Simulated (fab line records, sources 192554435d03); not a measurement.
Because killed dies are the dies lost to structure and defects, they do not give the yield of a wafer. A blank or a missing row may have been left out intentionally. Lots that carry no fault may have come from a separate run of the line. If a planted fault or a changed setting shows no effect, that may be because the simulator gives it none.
Which of the tools did it? ; flow n5-finfet ; 27 wafers from 9 lots sampled at 5 of the route's 1938 steps

== WHAT THE GAUGES SHOWED, per wafer ==
N5_BEOL_M4_RC_MEAS_101.
lot;measured;on;DIBL_N (mV/V)
L789;day 7 23:52;prober-02;35.7 35.3 35.8
L791;day 8 10:45;prober-01;36.4 36.8 36.8
L793;day 8 18:59;prober-02;35.9 34.8 36.2
L801;day 10 20:49;prober-01;34.5 38.3 37.3
L802;day 11 04:31;prober-01;36.8 36.4 37.2
L804;day 11 13:08;prober-02;36.7 37.1 37.5
L805;day 12 09:46;prober-01;37.7 37.2 38.2
L807;day 12 13:58;prober-02;36.0 34.9 35.9
L812;day 13 20:34;prober-02;37.5 36.8 38.2

== TOOL THAT RAN EACH LOT (tool first, then ch and the chambers of the sampled wafers, then the start) ==
lot;N5_BEOL_M3_STRIP_19;N5_BEOL_M3_ALD_98;N5_BEOL_M3_ETCH_41;N5_BEOL_M3_STRIP_97
L789;rie-diel-03 ch 1,2,3, day 7 00:59;ald-sin-02 ch 0,1,2, day 7 01:43;rie-diel-03 ch 0,3, day 7 23:52 or earlier;rie-diel-03 ch 0,3, day 7 23:52 or earlier
L791;rie-diel-02 ch 0,1,3, day 7 09:16;ald-sin-03 ch 0,1,3, day 7 10:30;rie-diel-05 ch 0,1,3, day 8 10:45 or earlier;rie-diel-05 ch 0,1,3, day 8 10:45 or earlier
L793;rie-diel-02 ch 0,1,3, day 7 21:53;ald-sin-01 ch 0,1,3, day 7 23:02;rie-diel-03 ch 0,2,3, day 8 18:59 or earlier;rie-diel-03 ch 0,2,3, day 8 18:59 or earlier
L801;rie-diel-03 ch 0,1,3, day 10 03:26;ald-sin-02 ch 0,2,3, day 10 04:09;rie-diel-05 ch 0,3, day 10 20:49 or earlier;rie-diel-05 ch 0,3, day 10 20:49 or earlier
L802;rie-diel-05 ch 0,2,3, day 10 08:01;ald-sin-02 ch 0,2,3, day 10 08:41;rie-diel-02 ch 0,2,3, day 11 04:31 or earlier;rie-diel-02 ch 0,2,3, day 11 04:31 or earlier
L804;rie-diel-02 ch 0,1,2, day 10 18:53;ald-sin-02 ch 0,3, day 10 19:41;rie-diel-02 ch 1,2, day 11 13:08 or earlier;rie-diel-02 ch 1,2, day 11 13:08 or earlier
L805;rie-diel-03 ch 0,1,3, day 11 14:51;ald-sin-02 ch 2,3, day 11 15:29;rie-diel-05 ch 2,3, day 12 09:46 or earlier;rie-diel-05 ch 2,3, day 12 09:46 or earlier
L807;rie-diel-05 ch 1,2,3, day 11 17:54;ald-sin-01 ch 0,1,3, day 11 19:17;rie-diel-03 ch 0,1,2, day 12 13:58 or earlier;rie-diel-03 ch 0,1,2, day 12 13:58 or earlier
L812;rie-diel-02 ch 0,1,3, day 12 16:41;ald-sin-01 ch 0,1, day 12 17:25;rie-diel-03 ch 0,2, day 13 20:34 or earlier;rie-diel-03 ch 0,2, day 13 20:34 or earlier
- N5_BEOL_M3_STRIP_19: strips in O2.
- N5_BEOL_M3_ALD_98: deposits SiO2, target thk 2.5 nm, pulse time 1 s, co reactant pulse time 1 s.
- N5_BEOL_M3_ETCH_41: etches SiCN in CH3F/O2, target depth 29.9 nm, time 52.5 s.
- N5_BEOL_M3_STRIP_97: strips in N2/H2, time 10 s.

== THE ANSWER, worked out from the rows above alone ==
Rule: the lots themselves supply what counts as usual. Put in order of their means at a reading, lots are off if they are a third of the lots or fewer, leave a main group of 4 or more, and stand apart from it by a gap of 3 or more times the standard deviation of the main group's means; of several such gaps the widest counts. Not used: any main group whose means are identical at the precision the tables above print for the reading. A lot without any number at a reading at which 4 lots or more have one is off too. All remaining lots with rows at the step are treated as sound.
No lot is off on any of the readings shown, so nothing can be concluded from this.

== WHAT HAD BEEN PUT IN BY THE SIMULATOR ==
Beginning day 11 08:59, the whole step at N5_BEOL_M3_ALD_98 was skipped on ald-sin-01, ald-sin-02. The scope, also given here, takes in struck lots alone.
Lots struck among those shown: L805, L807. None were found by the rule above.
